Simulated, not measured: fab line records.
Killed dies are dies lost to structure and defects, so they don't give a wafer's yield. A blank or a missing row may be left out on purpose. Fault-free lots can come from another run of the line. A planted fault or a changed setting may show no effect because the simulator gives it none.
Code-filled problem report in 8D (eight disciplines) form + flow n5-finfet + the parts of the form that need people (team, actions taken, sign-off) are left out

## 1. WHAT IS WRONG
At N5_BEOL_M7_COAT_22, spin-speed-rpm averages 1541.0 rpm over 6 wafers from 2 lots, while fault-free wafers read 1500.1 rpm, standard deviation 0.91. That puts it +45 standard deviations away from the usual mean.
The step: resist thk 30 nm.
Seen first at day 13 22:37 on litho-track-05, wafer L232.1. The record holds 18 wafers of 6 lots with a number at this step. By rule, "out" or "out of limits" means more than 4 standard deviations away from the usual mean. Any other wafer with a number is counted as sound.

## 2. WHAT IT IS; WHAT IT IS NOT
| question                    | is                     | is not                                                                   |
|-----------------------------|------------------------|--------------------------------------------------------------------------|
| which readings at this step | spin-speed-rpm         | -                                                                        |
| which lots                  | L232, L233             | L221, L223, L238, L240                                                   |
| which wafers of those lots  | all that have a number | -                                                                        |
| read on which tools         | litho-track-05         | litho-track-01, litho-track-02                                           |
| when                        | from day 13 22:37      | up to then (6 sound wafers); but 6 sound wafers of L238, L240 came after |

## 3. THE SUSPECTS, EACH WITH WHAT RULES IT OUT
Counting: a tool at any process step up to the reading remains a suspect when it ran all the lots that are out and ran no sound lot after the first of those.
- rie-diel-01 at N5_BEOL_M7_DESCUM_16 (chemistry O2, time 7.9 s): kept. Every lot that is out went through it, starting with L232 (day 13 18:39), and after that it ran no sound lot; the last sound lot it ran before then is L223 (day 11 09:34).
- rie-diel-01 at N5_BEOL_M7_ETCH_61 (etches SiARC in CF4, target depth 45.5 nm, time 75.8 s): kept. Every lot that is out went through it, starting with L232 (day 13 18:41), and after that it ran no sound lot; the last sound lot it ran before then is L223 (day 11 09:36).
- rie-diel-01 at N5_BEOL_M7_ETCH_62 (etches SOC in N2/H2, target depth 110 nm, overetch 22 nm, time 165 s): kept. Every lot that is out went through it, starting with L232 (day 13 18:45), and after that it ran no sound lot; the last sound lot it ran before then is L223 (day 11 09:39).
- rie-diel-01 at N5_BEOL_M7_STRIP_67 (strips in CF4): kept. Every lot that is out went through it, starting with L232 (day 13 18:53), and after that it ran no sound lot; the last sound lot it ran before then is L223 (day 11 09:48).
- litho-track-05 at N5_BEOL_M7_COAT_22 (resist thk 30 nm): kept. Every lot that is out went through it, starting with L232 (day 13 22:37), and after that it ran no sound lot; the last sound lot it ran before then is L221 (day 10 21:08). Its own spin-speed-rpm readings are out on those wafers.
Left after counting: rie-diel-01 at N5_BEOL_M7_DESCUM_16, rie-diel-01 at N5_BEOL_M7_ETCH_61, rie-diel-01 at N5_BEOL_M7_ETCH_62, rie-diel-01 at N5_BEOL_M7_STRIP_67, litho-track-05 at N5_BEOL_M7_COAT_22.

## 4. THE CAUSE (what the simulator had put in)
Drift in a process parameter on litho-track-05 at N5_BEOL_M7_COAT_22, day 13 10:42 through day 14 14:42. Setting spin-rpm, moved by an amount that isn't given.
Counting left 5 suspects, and this tool is among them.

## 5. THE EFFECT CHAIN, in route order
Each row: a reading where the mean over the struck wafers with a number is more than 3 standard deviations away from the usual. Scope: only readings with a usual standard deviation given in the record; hours: median across lots of the time from each lot's start at the first step in this table that gives one to its start at this step; sigmas: change in usual standard deviations.
| hours | step               | reading        | usual      | on struck wafers | change | sigmas |
|-------|--------------------|----------------|------------|------------------|--------|--------|
| 0     | N5_BEOL_M7_COAT_22 | spin-speed-rpm | 1500.1 rpm | 1541.0           | +40.9  | +45    |
Process steps it contains:
- N5_BEOL_M7_COAT_22: resist thk 30 nm.
At these later measuring or inspecting steps, every struck wafer for which the step has a row has a number for every such reading, and none has moved that far: N5_BEOL_M7_CD_MEAS_28, N5_BEOL_M7_OVL_MEAS_29, N5_BEOL_M7_INSPECT_30.

## 6. WHAT WOULD HAVE CAUGHT IT SOONER
12 hours passed between the start of the fault at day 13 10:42 and the first reading out of limits in this record, taken at day 13 22:37.
